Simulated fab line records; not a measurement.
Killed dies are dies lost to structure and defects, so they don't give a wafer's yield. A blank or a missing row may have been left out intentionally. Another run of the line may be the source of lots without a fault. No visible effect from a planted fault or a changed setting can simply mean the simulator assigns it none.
Lot-split experiment :: flow n5_finfet :: 21 wafers read from 7 lots, route of 1938 steps

## SPLIT DETAILS
At N5_BEOL_M5_PECVD_70 (deposits SiO2 from TEOS/O2, target thk 16 nm, time 18 s), the setting temp_c was moved away from the recipe's 400 C on 4 of the 21 wafers read, by -3.2% to +3.0%. All remaining wafers had this setting at the recipe value.

## FROM THE SPLIT TO THE READING: what the file shows between them, 3 steps
- N5_BEOL_M5_HM_DEP_02: deposits TiN, target thk 20 nm
- N5_BEOL_M5_COAT_59: time 60 s, resist thk 60 nm
- N5_BEOL_M5_STRIP_91: strips in N2/H2, time 10 s

## THE READING
SiO2_of_BEOL_M5_PECVD_70.thk_nm (the simulator's own value, which no gauge read), in nm, at N5_BEOL_M5_HM_STRIP_39 (strips TiN in peroxide tin strip, target depth 25 nm, time 158 s). The file does not state a usual value for it. The 17 wafers here that ran the recipe average 15.8 nm, standard deviation 0.24 nm.

wafer: L076.2
tool, chamber at the split: pecvd-03, 2
temp_c as run, C: 400
against the recipe: recipe
SiO2_of_BEOL_M5_PECVD_70.thk_nm, nm: 15.8
against lot-mates on the recipe: -

wafer: L076.4
tool, chamber at the split: pecvd-03, 1,0
temp_c as run, C: 400
against the recipe: recipe
SiO2_of_BEOL_M5_PECVD_70.thk_nm, nm: 15.8
against lot-mates on the recipe: -

wafer: L076.6
tool, chamber at the split: pecvd-03, 1,0
temp_c as run, C: 400
against the recipe: recipe
SiO2_of_BEOL_M5_PECVD_70.thk_nm, nm: 15.8
against lot-mates on the recipe: -

wafer: L078.1
tool, chamber at the split: pecvd-03, 2
temp_c as run, C: 400
against the recipe: recipe
SiO2_of_BEOL_M5_PECVD_70.thk_nm, nm: 16
against lot-mates on the recipe: -

wafer: L078.2
tool, chamber at the split: pecvd-03, 0
temp_c as run, C: 400
against the recipe: recipe
SiO2_of_BEOL_M5_PECVD_70.thk_nm, nm: 15.6
against lot-mates on the recipe: -

wafer: L078.6
tool, chamber at the split: pecvd-03, 1
temp_c as run, C: 412
against the recipe: +3.0%
SiO2_of_BEOL_M5_PECVD_70.thk_nm, nm: 15
against lot-mates on the recipe: -0.8

wafer: L082.3
tool, chamber at the split: pecvd-03, 2
temp_c as run, C: 387.3
against the recipe: -3.2%
SiO2_of_BEOL_M5_PECVD_70.thk_nm, nm: 17.4
against lot-mates on the recipe: +1.3

wafer: L082.4
tool, chamber at the split: pecvd-03, 0,2
temp_c as run, C: 400
against the recipe: recipe
SiO2_of_BEOL_M5_PECVD_70.thk_nm, nm: 16
against lot-mates on the recipe: -

wafer: L082.5
tool, chamber at the split: pecvd-03, 0,2
temp_c as run, C: 400
against the recipe: recipe
SiO2_of_BEOL_M5_PECVD_70.thk_nm, nm: 16.2
against lot-mates on the recipe: -

wafer: L083.1
tool, chamber at the split: pecvd-02, 1
temp_c as run, C: 400
against the recipe: recipe
SiO2_of_BEOL_M5_PECVD_70.thk_nm, nm: 15.6
against lot-mates on the recipe: -

wafer: L083.2
tool, chamber at the split: pecvd-02, 1
temp_c as run, C: 400
against the recipe: recipe
SiO2_of_BEOL_M5_PECVD_70.thk_nm, nm: 16
against lot-mates on the recipe: -

wafer: L083.5
tool, chamber at the split: pecvd-02, 1
temp_c as run, C: 400
against the recipe: recipe
SiO2_of_BEOL_M5_PECVD_70.thk_nm, nm: 16
against lot-mates on the recipe: -

wafer: L089.2
tool, chamber at the split: pecvd-02, 0
temp_c as run, C: 400
against the recipe: recipe
SiO2_of_BEOL_M5_PECVD_70.thk_nm, nm: 15.6
against lot-mates on the recipe: -

wafer: L089.3
tool, chamber at the split: pecvd-02, 2
temp_c as run, C: 400
against the recipe: recipe
SiO2_of_BEOL_M5_PECVD_70.thk_nm, nm: 15.4
against lot-mates on the recipe: -

wafer: L089.4
tool, chamber at the split: pecvd-02, 2
temp_c as run, C: 394.2
against the recipe: -1.5%
SiO2_of_BEOL_M5_PECVD_70.thk_nm, nm: 16.4
against lot-mates on the recipe: +0.9

wafer: L092.1
tool, chamber at the split: pecvd-03, 2,0
temp_c as run, C: 400
against the recipe: recipe
SiO2_of_BEOL_M5_PECVD_70.thk_nm, nm: 15.6
against lot-mates on the recipe: -

wafer: L092.2
tool, chamber at the split: pecvd-03, 2,0
temp_c as run, C: 400
against the recipe: recipe
SiO2_of_BEOL_M5_PECVD_70.thk_nm, nm: 15.6
against lot-mates on the recipe: -

wafer: L092.4
tool, chamber at the split: pecvd-03, 2
temp_c as run, C: 400
against the recipe: recipe
SiO2_of_BEOL_M5_PECVD_70.thk_nm, nm: 16.2
against lot-mates on the recipe: -

wafer: L096.1
tool, chamber at the split: pecvd-01, 1
temp_c as run, C: 410.9
against the recipe: +2.7%
SiO2_of_BEOL_M5_PECVD_70.thk_nm, nm: 14.4
against lot-mates on the recipe: -1.6

wafer: L096.2
tool, chamber at the split: pecvd-01, 0
temp_c as run, C: 400
against the recipe: recipe
SiO2_of_BEOL_M5_PECVD_70.thk_nm, nm: 15.8
against lot-mates on the recipe: -

wafer: L096.3
tool, chamber at the split: pecvd-01, 2
temp_c as run, C: 400
against the recipe: recipe
SiO2_of_BEOL_M5_PECVD_70.thk_nm, nm: 16.2
against lot-mates on the recipe: -
Where a row lists several chambers, the file gives one row for several wafers and doesn't say which wafer went through which chamber.

FIT RESULTS
A straight line over all 21 wafers: SiO2_of_BEOL_M5_PECVD_70.thk_nm changes by -0.427 nm for each +1% of temp_c; r = -0.90; the points scatter about the line by 0.26 nm.
The same after taking each lot's own level away (the mean of its wafers on the recipe; 21 wafers): -0.427 nm for each +1%; r = -0.91; scatter 0.23 nm.
The reading moves by 1.4 nm for the largest change in temp_c, on that fit.
Across the lots, their own levels run from 15.50 to 16.10 nm, a range of 2.5 times the standard deviation given above.
The two slopes are in agreement: the lot-to-lot level therefore moves the slope only a little.
Check: for one of the wafers moved furthest among these (-3.2%), held out of the fit, the line's prediction against its lot-mates is +1.41 nm. Against them it came out at +1.3 nm.

## THE WHOLE CHAIN: every reading that the file lists as answering this split, in the file's order
step: N5_BEOL_M5_PECVD_70
what it does: deposits SiO2 from TEOS/O2, target thk 16 nm, time 18 s
reading: SiO2_of_BEOL_M5_PECVD_70.thk_nm (the simulator's own value, which no gauge read)
change (the file's fit): -0.439 nm for each +1% of the setting
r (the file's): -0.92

step: N5_BEOL_M5_HM_STRIP_39
what it does: strips TiN in peroxide tin strip, target depth 25 nm, time 158 s
reading: SiO2_of_BEOL_M5_PECVD_70.thk_nm (the simulator's own value, which no gauge read)
change (the file's fit): -0.426 nm for each +1% of the setting
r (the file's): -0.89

## FILE'S OWN FIT
SiO2_of_BEOL_M5_PECVD_70.thk_nm changes by -0.426 nm for each +1% of temp_c, r = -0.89.
